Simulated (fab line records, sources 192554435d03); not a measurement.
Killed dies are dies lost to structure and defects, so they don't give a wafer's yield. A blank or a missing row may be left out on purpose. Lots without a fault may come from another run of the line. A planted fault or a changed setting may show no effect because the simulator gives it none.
Which tool did it? | flow n5_finfet | 12 lots, 36 wafers sampled, at 1 step of a route of 1938

WHAT THE GAUGES READ, wafer by wafer
N5_BEOL_M13_CD_MEAS_28: target cd 209.5 nm.
lot  | measured     | on        | cd_nm (nm)
L075 | day 11 08:23 | cd_sem-03 | 207.6 208.9 206.9
L076 | day 12 05:38 | cd_sem-01 | 210.1 209.9 208.0
L079 | day 13 01:28 | cd_sem-01 | 208.7 210.0 209.4
L081 | day 13 16:07 | cd_sem-03 | 206.9 209.2 206.4
L084 | day 13 22:11 | cd_sem-02 | 209.2 207.3 209.8
L085 | day 14 06:37 | cd_sem-02 | 207.7 208.8 207.4
L088 | day 14 22:31 | cd_sem-02 | 207.9 209.1 208.9
L090 | day 15 07:25 | cd_sem-03 | 208.3 207.8 207.1
L091 | day 15 16:58 | cd_sem-01 | 209.4 208.1 207.9
L093 | day 16 07:27 | cd_sem-03 | 207.9 208.5 209.7
L095 | day 16 21:50 | cd_sem-03 | 208.4 207.2 211.2
L097 | day 17 04:05 | cd_sem-02 | 209.5 210.5 208.0

WHICH TOOL RAN EACH LOT (tool, then ch and the chambers of the sampled wafers, then the start)
The record holds no process step before these readings.

THE ANSWER, worked out from the rows above alone
Rule: what is usual is taken from the lots themselves. Put in order of their means at a reading, lots are off if they are a third of the lots or fewer, leave a main group of 4 or more, and stand apart from it by a gap of 3 or more times the standard deviation of the main group's means; of several such gaps the widest counts. A main group whose means are all the same, to the digits that the tables above print for the reading, isn't used. A lot without any number at a reading at which 4 lots or more have one is off too. The other lots that the step has rows for count as sound.
No lot is off at any reading shown: from this, nothing can be told.

WHAT THE SIMULATOR HAD PUT IN
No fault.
